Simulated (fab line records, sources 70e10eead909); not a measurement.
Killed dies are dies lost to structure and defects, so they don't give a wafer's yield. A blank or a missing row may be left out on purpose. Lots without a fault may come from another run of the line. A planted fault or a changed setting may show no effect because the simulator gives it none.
A struck lot beside a sound one | flow nand_harc | 42 steps out of a route of 1302
Sound: wafers L100.1, L100.3, L100.5. Struck: wafer L111.2. (L111.1, L111.5 of the same lot were not struck and are left out.) The cause comes at the end.
At each step with rows: each side's tool, then ch and its chambers, then its first start. Under that, the readings that differ: sound wafers | struck wafers | difference of the means | sigmas: that difference in standard deviations of wafers without a fault.
alike: readings whose means differ by less than 2 such deviations, and words and numbers that are the same on both sides. not compared: withheld readings, readings that some wafer has no value for, bounds like >300 that may hide the same value, and numbers for which the record gives no deviation and whose values overlap.
The two part at a step that has a row with sigmas, a row that says differs or no value, or rows on one side only. Numbers that don't overlap but have no deviation are shown without sigmas and don't part them. A reading that every wafer of one side lacks parts them only if that side has two wafers or more.

first, 4 steps without rows for these wafers: NHARC_HYBRID_BOND_PRECLEAN_01 (cleans in DIW, time 300 s); NHARC_HYBRID_BOND_SRD_02 (time 30 s, dry time 20 s); NHARC_HYBRID_BOND_BOND_03; NHARC_HYBRID_BOND_ANNEAL_04 (time 7200 s).
NHARC_HYBRID_BOND_OVL_MEAS_05:
  sound on overlay-02, day 24 05:29; struck on overlay-02, day 29 03:40
  alike: overlay_x_nm, overlay_y_nm
NHARC_HYBRID_BOND_INSPECT_06: inspects for defects (ir void).
  sound on defect_inspect-02, day 24 05:32; struck on defect_inspect-02, day 29 03:43
  alike: raw_defect_count
then, 2 steps without rows for these wafers: NHARC_THIN_TSV_GRIND_00; NHARC_THIN_TSV_CMP_01 (polishes).
NHARC_THIN_TSV_THK_MEAS_02: measures by ir.
  sound on film_metro-02, day 24 07:10; struck on film_metro-02, day 29 05:22
  alike: thk_nm
then, 3 steps without rows for these wafers: NHARC_THIN_TSV_SRD_03; NHARC_THIN_TSV_PRECLEAN_41 (cleans in SC1); NHARC_THIN_TSV_SRD_42.
NHARC_THIN_TSV_DEP_43: deposits SiO2, target thk 1328.5 nm.
  sound on pecvd-02 ch 0,1, day 24 07:23; struck on pecvd-02 ch 0, day 29 05:35
  alike: throttle_valve_pct
then, 8 steps without rows for these wafers: NHARC_THIN_TSV_DEHYDRATE_04 (time 120 s); NHARC_THIN_TSV_HMDS_05 (time 30 s); NHARC_THIN_TSV_COAT_06; NHARC_THIN_TSV_SOFTBAKE_07 (time 95 s); NHARC_THIN_TSV_EBR_08; NHARC_THIN_TSV_EXPOSE_09 (exposes mask TSV); NHARC_THIN_TSV_PEB_10 (peb time 85 s); NHARC_THIN_TSV_DEVELOP_11 (time 70 s).
NHARC_THIN_TSV_CD_MEAS_12: target cd 1000 nm.
  sound on cd_sem-01 ch 0, day 24 08:06; struck on cd_sem-03 ch 0, day 29 06:25
  alike: cd_nm
then, 3 steps without rows for these wafers: NHARC_THIN_TSV_HARDBAKE_13 (time 80 s); NHARC_THIN_TSV_DESCUM_14 (chemistry O2, time 3 s); NHARC_THIN_TSV_ETCH_44 (etches the open film in CF4/O2, target depth 1594.2 nm, time 797.1 s).
NHARC_THIN_TSV_ETCH_15: target depth 3000 nm, bosch target overetch cycles 2, bosch etch step 2.8 s.
  sound on rie_si-01 ch 0,1,3, day 24 08:55; struck on rie_si-01 ch 1, day 29 07:16
  alike: drypump_motor_current_A
  not compared: rf_hours_counter_h
NHARC_THIN_TSV_CD_MEAS_16:
  sound on cd_sem-02, day 24 09:03; struck on cd_sem-02, day 29 07:23
  alike: cd_nm
NHARC_THIN_TSV_STRIP_45: strips in O2.
  sound on plasma_asher-02 ch 0,1, day 24 09:08; struck on plasma_asher-01 ch 1, day 29 07:27
  alike: drypump_motor_current_A, heater_power_w
  not compared: rf_hours_counter_h
then, 4 steps without rows for these wafers: NHARC_THIN_TSV_STRIP_46 (strips in post etch residue remover, time 1200 s); NHARC_THIN_TSV_DEP_47 (deposits SiO2, target thk 200 nm); NHARC_THIN_TSV_ETCHBACK_48 (etches the open film in C4F8/Ar, target depth 1028.5 nm, time 405.17 s); NHARC_THIN_TSV_STRIP_62 (strips in N2/H2, time 20 s).
NHARC_THIN_TSV_DEGAS_49: time 120 s.
  sound on pvd_sputter-01, day 24 10:51; struck on pvd_sputter-03, day 29 09:21
  alike: heater_power_w
then, 4 steps without rows for these wafers: NHARC_THIN_TSV_PRE_CLEAN_50 (time 30 s); NHARC_THIN_TSV_PVD_19 (deposits TaN, target thk 20 nm); NHARC_THIN_TSV_PVD_51 (deposits Cu, target thk 100 nm); NHARC_THIN_TSV_ECD_20 (material Cu, target thk 2000 nm).
NHARC_THIN_TSV_ANNEAL_52: time 90 s.
  sound on rtp_anneal-02 ch 0, day 24 12:05; struck on rtp_anneal-01 ch 0, day 29 10:32
  reading           | sound                | struck | difference | sigmas
  anneal_temp_c (C) | 224.74 224.65 224.82 | 225.29 | +0.55      | +3
  alike: wafer_temp_C_max
NHARC_THIN_TSV_CMP_21: polishes, t overpolish 30 s, target thk 2000 nm.
  sound on cmp-03 ch 1,2, day 24 12:28; struck on cmp-03 ch 0, day 29 10:55
  alike: motor_current_A, overpolish_run_s
then, 2 steps without rows for these wafers: NHARC_THIN_TSV_SRD_23; NHARC_THIN_TSV_DEGAS_53 (time 60 s).
NHARC_END_SORT_01:
  sound on prober-02 ch 0, day 24 23:11; struck on prober-01 ch 0, day 29 22:26
  reading                  | sound          | struck                   | difference                   | sigmas
  hold                     | - - -          | await_dispo/6.4h/release | no value on the sound wafers |
  defect_limited_yield (%) | 91.6 90.0 93.1 | 0                        | -92                          | -33
  killed_at_other          | 1 1 0          | 627                      | +626                         | +99 or more
  killed_at_periphery      | 10 8 5         | 1                        | -7                           | -2
  killed_dies              | 57 68 47       | 677                      | +620                         | +33
  sort_bin_2_pct (%)       | 2.1 3.7 3.0    | 95.1                     | +92.2                        | +77
  sort_n_pass              | 620 609 630    | 0                        | -620                         | -33
  sort_rim_yield_pct (%)   | 90 93 90       | 0                        | -91                          | -18
  sort_yield_pct (%)       | 91.6 90.0 93.1 | 0                        | -92                          | -33
  alike: killed_at_array, killed_open, killed_short, sort_bin_3_pct, sort_bin_4_pct

WHERE THEY PART
First at NHARC_THIN_TSV_ANNEAL_52; last, within this record, at NHARC_END_SORT_01.

WHY: what the simulator had put in
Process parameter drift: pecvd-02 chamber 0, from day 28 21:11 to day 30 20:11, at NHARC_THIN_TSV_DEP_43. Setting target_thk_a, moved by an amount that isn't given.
